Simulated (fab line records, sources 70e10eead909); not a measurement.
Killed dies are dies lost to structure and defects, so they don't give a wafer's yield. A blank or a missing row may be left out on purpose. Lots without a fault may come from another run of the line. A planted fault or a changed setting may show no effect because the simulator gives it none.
Chamber matching | flow nand_harc | NHARC_P_BONDPAD_CMP_32 on cmp-02: 4 sister chambers
The step polishes SiCN, target thk 200 nm. 18 wafers are shown with their chamber, then 9 later ones without.

WAFERS WITH THEIR CHAMBER
wafer  | chamber | motor_current_A (A)
L075.2 | 2       | 10.5
L075.4 | 3       | 11.6
L075.6 | 1       | 12.3
L082.1 | 2       | 10.7
L082.3 | 3       | 11.3
L082.6 | 0       | 12.9
L086.2 | 3       | 11.1
L086.4 | 1       | 12.4
L086.5 | 3       | 11.2
L084.1 | 0       | 13.5
L084.2 | 2       | 10.9
L084.4 | 3       | 10.9
L085.1 | 1       | 12.1
L085.3 | 0       | 13.6
L085.5 | 2       | 10.8
L088.3 | 2       | 10.5
L088.4 | 0       | 13.0
L088.6 | 3       | 11.8

SIGNATURES (means of the wafers above)
reading         | chamber 0 | chamber 1 | chamber 2 | chamber 3 | scatter within a chamber
motor_current_A | 13.250    | 12.267    | 10.680    | 11.317    | 0.279
Rule: a wafer's distance from a chamber is the root of the sum, over the readings, of the square of ((its reading less the chamber's mean) divided by the reading's scatter). The wafer belongs to the nearest chamber; if the next one is less than 2 further off, it can't be placed. The scatter: the root of (the sum of the squares of (reading less its chamber's mean) over the shown wafers, divided by (wafers less chambers)).

WAFERS WITHOUT THEIR CHAMBER
wafer  | motor_current_A (A)
L089.1 | 11.4
L089.5 | 11.6
L089.6 | 10.6
L093.2 | 13.5
L093.4 | 11.7
L093.6 | 10.1
L095.2 | 13.4
L095.4 | 10.9
L095.6 | 10.9

WHICH CHAMBER EACH WENT THROUGH
wafer  | from the rows above     | in truth
L089.1 | 3                       | 3
L089.5 | can't be placed: 3 or 1 | 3
L089.6 | 2                       | 2
L093.2 | 0                       | 0
L093.4 | can't be placed: 3 or 1 | 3
L093.6 | 2                       | 2
L095.2 | 0                       | 0
L095.4 | can't be placed: 2 or 3 | 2
L095.6 | can't be placed: 2 or 3 | 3
Placed correctly: 5 of 9. Can't be placed from these rows: 4 (the true chamber is among the candidates in 4). Placed wrongly: 0.
